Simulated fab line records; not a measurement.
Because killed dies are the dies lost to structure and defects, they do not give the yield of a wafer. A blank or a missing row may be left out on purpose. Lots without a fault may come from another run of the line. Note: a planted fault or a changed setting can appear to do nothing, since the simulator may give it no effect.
fab line records	flow nand_harc
[record] lots = 5	wafers = 15	last_day = 33
route steps=1302 shown P_GATE@185 END@1302
lots untouched by any fault: they come from a run of this same line in which no faults occurred
start_h: the number of hours between the record's first day and the start of the first shown wafer of the lot	wait_h: hours since the lot's step before	" identical to the entry in the row above	L1.1+2: several wafers, shown together as one row	- either no value or no given start	* or withheld: withheld	< > ~ a bound
route shown NAME@n: a module of which the file shows steps, and the number in the route of the first	usual: mean/standard deviation taken from wafers without a fault	same: alike in all rows	chamber/n: place in a boat	sites: per-site readings	_std_site: the values' standard deviation	_edge_site: outer sites' mean less inner sites'	radius_mm: for every site, how far away it sits from the centre of the wafer	mask NAME#n: copy n	behind: the most recent tool/chamber to have shaped the wafer	hold: why the lot went on hold/how many hours it stayed there/how the hold came to an end	device: the n, p or np transistor that did not switch	end of line: the tests these same wafers got at the end of their route	step lacking rows: just its recipe	killed: not the wafer's yield, but the dies lost to structure and defects at the first sort	map: dies across one wafer; x = killed, . = not, _ = none there
set.NAME: setting as actually run; set.NAME@STEP: the setting as run at that earlier step	model.NAME: the simulator's own value behind a step, which no gauge read
certain route steps with their lots: each step a table, each wafer a row
services: a tool's chamber out of use, with start hour (start_h, from the record's first day; less than 0 if before it), hours out, and reason
[[steps]]
[step NHARC_P_GATE_CD_MEAS_59]
[recipe] target_cd_nm = 720	landing_energy_ev = 500
[usual] cd_nm = 720.0/1.9
lot.wafer	tool	chamber	start_h	wait_h	cd_nm
L359.2	cd_sem-02	0	135.95	-	722.1
L359.5	"	0	"	"	720.7
L359.6	"	0	"	"	720.1
L360.3	cd_sem-01	0	154.76	-	722.2
L360.4	"	0	"	"	724.9
L360.6	"	0	"	"	720.7
L367.1	cd_sem-03	0	218.96	-	720.2
L367.3	"	0	"	"	719.3
L367.5	"	0	"	"	722.9
L374.2	cd_sem-03	0	289.12	-	720.3
L374.4	"	0	"	"	721.4
L374.5	"	0	"	"	721.2
L379.1	cd_sem-01	0	343.20	-	719.9
L379.2	"	0	"	"	721.3
L379.6	"	0	"	"	721.8
[step NHARC_P_GATE_HARDBAKE_60]
[recipe] temp_c = 125	time_s = 80
[step NHARC_P_GATE_DESCUM_61]
[recipe] time_s = 3	o2_flow_sccm = 200	ar_flow_sccm = 0	bias_power_w = 0	chemistry = O2
[usual] drypump_motor_current_A = 5.7/0.4	oes_product_au = 0.998/0.009	rf_vpp_V = 57.7/0.89	showerhead_plenum_p_Torr = 1.90/0.065	throttle_valve_pct = 11.311/0.0089
lot.wafer	tool	chamber	start_h	wait_h	drypump_motor_current_A	oes_product_au	rf_hours_counter_h	rf_vpp_V	showerhead_plenum_p_Torr	throttle_valve_pct
L359.2	rie_diel-02	0	136.48	-	5.7	1.010	4.3	56.8	1.81	11.314
L359.5	"	3	"	"	6.3	0.993	-	56.4	1.84	11.321
L359.6	"	0	"	"	5.7	1.003	-	55.7	1.81	11.313
L360.3	rie_diel-11	1	154.92	-	5.3	0.994	3.8	58.1	1.91	11.314
L360.4	"	0	"	"	5.8	1.014	2.7	57.7	1.89	11.304
L360.6	"	1	"	"	5.4	0.994	-	57.9	1.91	11.312
L367.3	rie_diel-11	2	219.12	-	6.1	1.003	8.0	57.5	1.96	11.309
L367.1	"	1	"	"	5.4	0.992	8.0	57.8	1.91	11.317
L367.5	"	3	"	"	5.8	0.989	-	56.6	1.90	11.328
L374.4	rie_diel-06	1	289.30	-	5.7	1.009	8.4	58.2	1.92	11.308
L374.2	"	3	"	"	6.0	0.997	10.4	57.7	2.02	11.304
L374.5	"	0	"	"	5.1	1.005	-	58.2	1.82	11.296
L379.1	rie_diel-11	3	343.39	-	5.7	0.995	4.9	56.8	1.90	11.311
L379.2	"	0	"	"	5.7	0.983	5.3	56.5	1.89	11.311
L379.6	"	2	"	"	6.1	0.994	-	57.2	1.96	11.294
[step NHARC_P_GATE_IMPLANT_62]
[recipe] energy_kev = 20	dose_cm2 = 3e+15	tilt_deg = 7
[step NHARC_P_GATE_STRIP_112]
[recipe] power_w = 1500	temp_c = 110	time_s = 200	chemistry = N2/H2
[usual] drypump_motor_current_A = 6.0/0.42	heater_power_w = 91/5.4	rf_refl_power_W = 26/9.1
lot.wafer	tool	chamber	start_h	wait_h	drypump_motor_current_A	heater_power_w	rf_hours_counter_h	rf_refl_power_W
L359.2	plasma_asher-02	0	136.83	0.2	6.7	87	10	27
L359.5	"	0	"	"	6.7	90	-	27
L359.6	"	1	"	"	5.9	89	-	17
L360.4	plasma_asher-02	1	155.38	0.2	5.9	88	-	17
L360.3	"	0	"	"	6.7	89	-	26
L360.6	"	0	"	"	6.7	90	-	25
L367.1	plasma_asher-02	1	219.53	0.2	5.9	90	26	16
L367.3	"	0	"	"	6.7	88	-	25
L367.5	"	1	"	"	5.9	88	-	17
L374.2	plasma_asher-01	0	289.70	0.2	5.7	86	26	20
L374.4	"	0	"	"	5.7	85	-	21
L374.5	"	1	"	"	5.7	98	-	40
L379.2	plasma_asher-02	0	343.73	0.2	6.7	87	17	26
L379.1	"	1	"	"	5.9	90	17	17
L379.6	"	1	"	"	5.9	89	-	17
[step NHARC_P_GATE_STRIP_76]
[recipe] power_w = 1500	temp_c = 250	chemistry = O2
[usual] drypump_motor_current_A = 6.0/0.42	heater_power_w = 341/20	rf_refl_power_W = 26/8.6
lot.wafer	tool	chamber	start_h	wait_h	drypump_motor_current_A	heater_power_w	rf_hours_counter_h	rf_refl_power_W
L359.2	plasma_asher-02	0	137.09	0.2	6.7	338	10	25
L359.5	"	0	"	"	6.8	324	-	27
L359.6	"	1	"	"	5.9	323	-	17
L360.4	plasma_asher-02	1	155.57	0.2	5.9	336	-	17
L360.3	"	0	"	"	6.7	337	-	25
L360.6	"	0	"	"	6.7	328	-	26
L367.1	plasma_asher-02	1	219.76	0.2	5.9	335	26	17
L367.3	"	0	"	"	6.7	337	-	26
L367.5	"	1	"	"	5.9	334	-	16
L374.2	plasma_asher-01	0	289.92	0.2	5.7	334	27	22
L374.4	"	0	"	"	5.7	320	-	21
L374.5	"	1	"	"	5.7	364	-	41
L379.2	plasma_asher-02	0	343.99	0.2	6.7	331	17	25
L379.1	"	1	"	"	5.9	333	17	17
L379.6	"	1	"	"	5.9	341	-	16
[step NHARC_P_GATE_STRIP_63]
[recipe] time_s = 900	temp_c = 130	chemistry = SPM
[step NHARC_P_GATE_DEHYDRATE_83]
[recipe] temp_c = 150	time_s = 120
[step NHARC_P_GATE_HMDS_84]
[recipe] time_s = 30
[step NHARC_P_GATE_COAT_85]
[recipe] spin_rpm = 3000
[step NHARC_P_GATE_SOFTBAKE_86]
[recipe] temp_c = 122	time_s = 95
[step NHARC_P_GATE_EBR_87]
[step NHARC_P_GATE_EXPOSE_88]
[recipe] na = 0.6	target_cd_nm = 2000	dose_mj = 11.87	mask_id = P_HVN
lot.wafer	tool	chamber	start_h	wait_h	mask
L359.2+5+6	krf_scanner-04	0	137.86	-	P_HVN#0
L360.3+4+6	krf_scanner-01	0	156.34	-	P_HVN#0
L367.1+3+5	krf_scanner-04	0	220.51	-	P_HVN_R1#0
L374.2+4+5	krf_scanner-04	0	290.73	-	P_HVN#0
L379.1+2+6	krf_scanner-03	0	344.75	-	P_HVN#0
[step NHARC_P_GATE_PEB_89]
[recipe] peb_temp_c = 118	peb_time_s = 85
[step NHARC_P_GATE_DEVELOP_90]
[recipe] time_s = 70
[step NHARC_P_GATE_CD_MEAS_91]
[recipe] target_cd_nm = 2000	landing_energy_ev = 500
[usual] cd_nm = 1999.8/1.8
lot.wafer	tool	chamber	start_h	wait_h	cd_nm
L359.2	cd_sem-03	0	138.01	-	2001.5
L359.5	"	0	"	"	2003.0
L359.6	"	0	"	"	2002.5
L360.3	cd_sem-02	0	156.49	-	2001.9
L360.4	"	0	"	"	2001.3
L360.6	"	0	"	"	1997.9
L367.1	cd_sem-02	0	220.66	-	2133.4
L367.3	"	0	"	"	2133.1
L367.5	"	0	"	"	2131.1
L374.2	cd_sem-03	0	290.88	-	1998.9
L374.4	"	0	"	"	2000.9
L374.5	"	0	"	"	2001.5
L379.1	cd_sem-03	0	344.91	-	1998.6
L379.2	"	0	"	"	1997.6
L379.6	"	0	"	"	1998.4
[step NHARC_P_GATE_HARDBAKE_92]
[recipe] temp_c = 125	time_s = 80
[step NHARC_P_GATE_DESCUM_93]
[recipe] time_s = 3	o2_flow_sccm = 200	ar_flow_sccm = 0	bias_power_w = 0	chemistry = O2
[usual] drypump_motor_current_A = 5.7/0.42	oes_product_au = 0.996/0.0096	rf_vpp_V = 57.6/0.88	showerhead_plenum_p_Torr = 1.89/0.064	throttle_valve_pct = 11.312/0.0091
lot.wafer	tool	chamber	start_h	wait_h	drypump_motor_current_A	oes_product_au	rf_hours_counter_h	rf_vpp_V	showerhead_plenum_p_Torr	throttle_valve_pct	model.P_GATE.cd_nm
L359.2	rie_diel-02	0	138.19	-	5.7	1.001	4.3	57.7	1.81	11.307	2002
L359.6	"	2	"	"	4.9	1.000	-	57.1	1.80	11.320	2003
L359.5	"	3	"	"	6.3	0.994	-	58.1	1.84	11.325	2002
L360.3	rie_diel-06	0	156.64	-	5.2	1.001	0.7	57.1	1.82	11.320	2002
L360.4	"	1	"	"	5.6	1.014	0.7	58.0	1.93	11.311	2001
L360.6	"	0	"	"	5.2	0.995	-	57.4	1.82	11.311	1998
L367.1	rie_diel-06	1	220.85	-	5.7	1.004	4.5	57.0	1.92	11.303	2133
L367.3	"	2	"	"	6.2	0.993	4.8	55.4	1.91	11.310	2133
L367.5	"	3	"	"	6.0	0.989	-	57.2	2.02	11.311	2131
L374.2	rie_diel-06	1	291.05	-	5.7	1.003	8.4	57.4	1.92	11.311	1998
L374.4	"	3	"	"	6.0	0.991	10.5	57.0	2.02	11.300	2001
L374.5	"	0	"	"	5.2	1.002	-	58.2	1.82	11.300	2002
L379.2	rie_diel-02	3	345.09	-	6.3	0.973	6.2	57.5	1.84	11.306	1997
L379.1	"	0	"	"	5.7	0.994	6.8	57.1	1.81	11.314	1998
L379.6	"	0	"	"	5.7	0.984	-	58.1	1.81	11.327	1998
[step NHARC_P_GATE_IMPLANT_94]
[recipe] energy_kev = 60	dose_cm2 = 2e+15	tilt_deg = 7
[step NHARC_END_SORT_01]
[recipe] temp_c = 25
[usual] killed_at_array = 50/16	killed_at_other = 0.8/1	killed_at_periphery = 4/3.1	killed_dies = 54/16	killed_open = 3.2/2	killed_short = 2.5/1.6
[same] gross_dies = 677
lot.wafer	tool	chamber	start_h	wait_h	killed_at_array	killed_at_other	killed_at_periphery	killed_dies	killed_open	killed_short
L359.2	prober-02	0	589.21	2.8	75	0	2	77	6	1
L359.5	prober-02	0	591.61	3.7	49	3	3	55	4	3
L359.6	prober-02	0	592.41	4.0	63	1	1	65	2	5
L360.3	prober-01	0	599.24	3.0	62	0	7	69	3	1
L360.4	prober-01	0	600.02	3.3	39	1	2	42	2	3
L360.6	prober-01	0	601.59	3.9	59	0	5	64	7	3
L367.3	prober-02	0	666.13	3.1	61	4	1	66	5	3
L379.1	prober-01	0	799.38	2.5	33	0	12	45	2	3
L379.2	prober-01	0	800.18	2.8	44	3	3	50	1	3
L379.6	prober-01	0	803.39	4.0	46	3	13	62	4	5
// killed by level:class
L359.2 A_CHANNEL_HOLE_D1:chamber_film_flake=34 A_SLIT:chamber_film_flake=24 A_CHANNEL_HOLE_D2:chamber_film_flake=5 A_CONTACT:chamber_film_flake=4 A_CHANNEL_FILL_D1:geometric_particle:open=2 A_CHANNEL_FILL_D1:chamber_film_flake=2 P_CONTACT:geometric_particle:open=1 P_M2:geometric_particle:open=1
L359.5 A_CHANNEL_HOLE_D1:chamber_film_flake=19 A_SLIT:chamber_film_flake=14 A_CHANNEL_HOLE_D2:chamber_film_flake=4 A_WL_FILL:chamber_film_flake=4 THIN_TSV:chamber_film_flake=3 A_CHANNEL_FILL_D1:geometric_particle:short=2 A_WL_FILL:geometric_particle:open=2 P_ZERO_WELL:chamber_film_flake=2
L359.6 A_CHANNEL_HOLE_D1:chamber_film_flake=26 A_SLIT:chamber_film_flake=19 A_CHANNEL_HOLE_D2:chamber_film_flake=6 A_CONTACT:chamber_film_flake=3 A_DECK1_JOINT:geometric_particle:short=1 A_ONON_D2:geometric_particle:short=1 A_CHANNEL_FILL_D2:geometric_particle:short=1 A_BLC:geometric_particle:short=1
L360.3 A_CHANNEL_HOLE_D1:chamber_film_flake=33 A_CHANNEL_HOLE_D2:chamber_film_flake=11 A_CHANNEL_FILL_D1:chamber_film_flake=5 P_STI:chamber_film_flake=3 A_WL_FILL:chamber_film_flake=3 P_GATE:chamber_film_flake=2 A_DECK1_JOINT:chamber_film_flake=2 A_BONDPAD:chamber_film_flake=2
L360.4 A_CHANNEL_HOLE_D1:chamber_film_flake=20 A_CHANNEL_HOLE_D2:chamber_film_flake=5 A_CONTACT:chamber_film_flake=2 A_M1:chamber_film_flake=2 A_BONDPAD:chamber_film_flake=2 P_CONTACT:geometric_particle:short=1 A_ONON_D2:geometric_particle:short=1 A_DECK1_JOINT:chamber_film_flake=1
L360.6 A_CHANNEL_HOLE_D1:chamber_film_flake=34 A_CHANNEL_HOLE_D2:chamber_film_flake=10 A_BONDPAD:chamber_film_flake=3 A_DECK1_JOINT:geometric_particle:open=2 A_M0:geometric_particle:open=2 A_CHANNEL_FILL_D1:chamber_film_flake=2 A_DECK1_JOINT:chamber_film_flake=2 P_CONTACT:geometric_particle:open=1
L367.3 A_SLIT:chamber_film_flake=26 A_CHANNEL_HOLE_D2:chamber_film_flake=14 A_CHANNEL_HOLE_D1:chamber_film_flake=7 THIN_TSV:chamber_film_flake=4 A_M0:chamber_film_flake=3 A_ONON_D1:geometric_particle:open=2 A_STAIRCASE:chamber_film_flake=2 A_SOURCE_PLATE:geometric_particle:open=1
L379.1 A_CHANNEL_HOLE_D1:chamber_film_flake=12 P_BONDPAD:chamber_film_flake=6 A_STAIRCASE:chamber_film_flake=6 A_SLIT:chamber_film_flake=6 P_GATE:chamber_film_flake=4 A_CONTACT:chamber_film_flake=3 A_SOURCE_PLATE:geometric_particle:open=1 A_DECK1_JOINT:geometric_particle:short=1
L379.2 A_CHANNEL_HOLE_D1:chamber_film_flake=21 A_SLIT:chamber_film_flake=8 A_STAIRCASE:chamber_film_flake=5 THIN_TSV:chamber_film_flake=3 P_BONDPAD:chamber_film_flake=2 A_CHANNEL_FILL_D1:chamber_film_flake=2 A_CONTACT:chamber_film_flake=2 A_CHANNEL_FILL_D1:geometric_particle:short=1
L379.6 A_CHANNEL_HOLE_D1:chamber_film_flake=19 A_SLIT:chamber_film_flake=10 P_BONDPAD:chamber_film_flake=6 A_CONTACT:chamber_film_flake=4 P_CONTACT:geometric_particle:open=3 A_CHANNEL_FILL_D1:chamber_film_flake=3 THIN_TSV:chamber_film_flake=3 A_CHANNEL_FILL_D1:geometric_particle:short=2
[[services]]
tool	chamber	start_h	hours	kind
krf_scanner-03	-	115.24	1.0	repair
rie_diel-11	0	128.77	2.5	repair
rie_diel-06	-	130.22	9.0	pm
krf_scanner-01	-	140.03	4.0	pm
plasma_asher-02	-	147.42	0.9	repair
krf_scanner-04	-	153.85	0.5	repair
plasma_asher-01	-	165.00	9.0	pm
krf_scanner-04	-	167.36	0.3	repair
rie_diel-02	-	172.49	22.2	repair
krf_scanner-04	-	182.00	4.0	pm
rie_diel-06	2	207.28	1.3	repair
rie_diel-02	-	216.70	9.0	pm
rie_diel-11	-	216.81	0.2	repair
plasma_asher-01	-	219.38	1.6	repair
plasma_asher-02	-	249.00	9.0	pm
rie_diel-11	-	255.50	9.0	pm
rie_diel-02	3	295.07	3.0	repair
rie_diel-11	2	302.91	1.4	repair
rie_diel-02	2	303.98	4.1	repair
rie_diel-06	-	307.22	9.0	pm
rie_diel-11	1	307.71	12.6	repair
rie_diel-02	2	340.26	21.9	repair
rie_diel-06	3	341.48	11.9	repair
plasma_asher-01	-	342.00	9.0	pm
[[key]]
[first_sign] step = NHARC_P_GATE_EXPOSE_88	reading = mask	direction = changed
[effect] step = NHARC_P_GATE_CD_MEAS_91	reading = cd_nm	direction = up	sigmas = 74	usual = 1999.8	struck = 2132.5
[model_effect] step = NHARC_P_GATE_DESCUM_93	value = P_GATE.cd_nm	without = 1999	struck = 2132
met_at NHARC_P_GATE_EXPOSE_88
struck_wafers L367.1,L367.3,L367.5
tester_left_out L367
onset_between 137.86 220.51
[fault] kind = wrong_mask	tool = any	chamber = -	onset_h = 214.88	steps = NHARC_P_GATE_EXPOSE_88	aux_copy = P_HVN_R1#0	cd_offset_nm = 133.82	scope = struck_lots_only
// tester_left_out: of these lots the tester's yield and bins aren't shown, on N5 and GAA mostly nor the transistor test; their killed dies are dies lost to structure and defects alone, not to doping, threshold or leakage, so they don't give the yield
